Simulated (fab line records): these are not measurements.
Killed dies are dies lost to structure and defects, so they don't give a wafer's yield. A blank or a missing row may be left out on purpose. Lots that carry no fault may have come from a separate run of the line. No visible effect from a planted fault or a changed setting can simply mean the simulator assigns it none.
Split-lot study + flow n5_finfet + 21 wafers read from 7 lots, route of 1938 steps

## THE SPLIT ITSELF
At N5_BEOL_M7_TRENCH_ETCH_37 (etches SiCOH lowk in C4F6/O2, target depth 93.478 nm, time 31.2 s), the setting bias_w was moved away from the recipe's 185 W on 8 of the 21 wafers read, by -11.6% to +12.4%. All remaining wafers had this setting at the recipe value.

Reading taken at the split's own step.

## THE READING
rf_vpp_V, in V, at N5_BEOL_M7_TRENCH_ETCH_37 (etches SiCOH lowk in C4F6/O2, target depth 93.478 nm, time 31.2 s). Typical for fault-free wafers on this fab line: 663 V, with standard deviation 20 V.

| wafer  | tool, chamber at the split | bias_w as run, W | against the recipe | rf_vpp_V, V | against lot-mates on the recipe |
|--------|----------------------------|------------------|--------------------|-------------|---------------------------------|
| L077.1 | rie_diel-06, 0             | 185              | recipe             | 683         | -                               |
| L077.2 | rie_diel-06, 3             | 163.5            | -11.6%             | 628         | -55                             |
| L077.5 | rie_diel-06, 0             | 163.5            | -11.6%             | 622         | -61                             |
| L079.2 | rie_diel-03, 3             | 185              | recipe             | 670         | -                               |
| L079.5 | rie_diel-03, 3             | 207.9            | +12.4%             | 735         | +68                             |
| L079.6 | rie_diel-03, 2             | 185              | recipe             | 664         | -                               |
| L078.1 | rie_diel-06, 0             | 185              | recipe             | 685         | -                               |
| L078.2 | rie_diel-06, 3             | 185              | recipe             | 692         | -                               |
| L078.4 | rie_diel-06, 1             | 185              | recipe             | 661         | -                               |
| L080.3 | rie_diel-02, 2             | 185              | recipe             | 689         | -                               |
| L080.4 | rie_diel-02, 0             | 185              | recipe             | 655         | -                               |
| L080.6 | rie_diel-02, 3             | 185              | recipe             | 667         | -                               |
| L085.2 | rie_diel-03, 2             | 201.9            | +9.1%              | 710         | +92                             |
| L085.5 | rie_diel-03, 1             | 201.9            | +9.1%              | 719         | +101                            |
| L085.6 | rie_diel-03, 0             | 185              | recipe             | 618         | -                               |
| L092.3 | rie_diel-02, 3             | 197.7            | +6.9%              | 703         | +48                             |
| L092.4 | rie_diel-02, 3             | 197.7            | +6.9%              | 701         | +46                             |
| L092.6 | rie_diel-02, 0             | 185              | recipe             | 655         | -                               |
| L094.2 | rie_diel-06, 1             | 185              | recipe             | 663         | -                               |
| L094.3 | rie_diel-06, 0             | 197.6            | +6.8%              | 722         | +48                             |
| L094.6 | rie_diel-06, 0             | 185              | recipe             | 684         | -                               |

FIT RESULTS
A straight line over all 21 wafers: rf_vpp_V changes by +4.68 V for each +1% of bias_w; r = +0.86; the points scatter about the line by 17 V.
The same after taking each lot's own level away (the mean of its wafers on the recipe; 21 wafers): +6.55 V for each +1%; r = +0.93; scatter 15 V.
That fit puts the effect of the largest move of bias_w on the reading at 81 V.
Across the lots, their own levels run from 618.0 to 683.0 V, a range of 3.2 times the standard deviation given above.
Thus the slope moves with the lot-to-lot level: the two fits are different.
Check: +91.3 V against its lot-mates is what the line predicts for one of the wafers moved furthest among these (+12.4%) when that wafer is left out of the fit. It came out at +68 V against them.
Tool readings at the split's step, against how far the setting was moved: rf_vpp_V r = +0.86.

## FILE'S OWN FIT
rf_vpp_V changes by +6.57 V for each +1% of bias_w, r = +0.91.
